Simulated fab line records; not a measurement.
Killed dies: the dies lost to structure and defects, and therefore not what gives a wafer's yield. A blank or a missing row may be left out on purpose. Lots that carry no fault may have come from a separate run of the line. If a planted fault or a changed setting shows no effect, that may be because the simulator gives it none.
Matching of chambers | flow nand harc | 4 sister chambers for NHARC_A_DECK1_JOINT_ETCHBACK_07 on rie si-04
The step etches the open film in HBr, target depth 105 nm, time 26.9 s. 7 wafers are shown with their chamber, then 7 later ones without.

WAFERS PAIRED WITH THEIR CHAMBERS
wafer  | chamber | drypump motor current A (A) | oes product au (a.u.)
L074.3 | 0       | 6.0                         | 0.987
L075.3 | 3       | 5.7                         | 0.999
L075.6 | 2       | 5.0                         | 0.996
L078.3 | 2       | 5.0                         | 1.008
L078.6 | 1       | 5.1                         | 1.008
L091.2 | 1       | 5.1                         | 1.000
L091.5 | 3       | 5.6                         | 1.001

WAFERS WHOSE CHAMBER IS MISSING
wafer  | drypump motor current A (A) | oes product au (a.u.)
L091.6 | 5.0                         | 0.997
L096.2 | 5.7                         | 1.010
L096.4 | 5.0                         | 1.007
L096.5 | 6.0                         | 0.995
L097.1 | 5.7                         | 1.005
L097.5 | 5.0                         | 1.010
L097.6 | 5.9                         | 1.002

WHICH CHAMBER EACH ONE RAN IN
wafer  | from the rows above     | in truth
L091.6 | can't be placed: 2 or 1 | 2
L096.2 | 3                       | 3
L096.4 | can't be placed: 2 or 1 | 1
L096.5 | 0                       | 0
L097.1 | 3                       | 3
L097.5 | can't be placed: 2 or 1 | 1
L097.6 | 0                       | 0
Correct placement for 4 of the 7. Cannot be placed on the basis of these rows: 3; the candidates contain the true chamber in 3. 0 placed wrongly.
How it was worked out, from the rows above alone: a wafer's distance from a chamber is the root of the sum, over the readings, of the square of ((its reading less the chamber's mean) divided by the reading's scatter). If the next closest chamber is less than 2 further off than the closest, the wafer can't be placed; otherwise it belongs to the closest. A chamber's mean is the mean of its shown wafers. The scatter: the root of (the sum of the squares of (reading less its chamber's mean) over the shown wafers, divided by (wafers less chambers)).
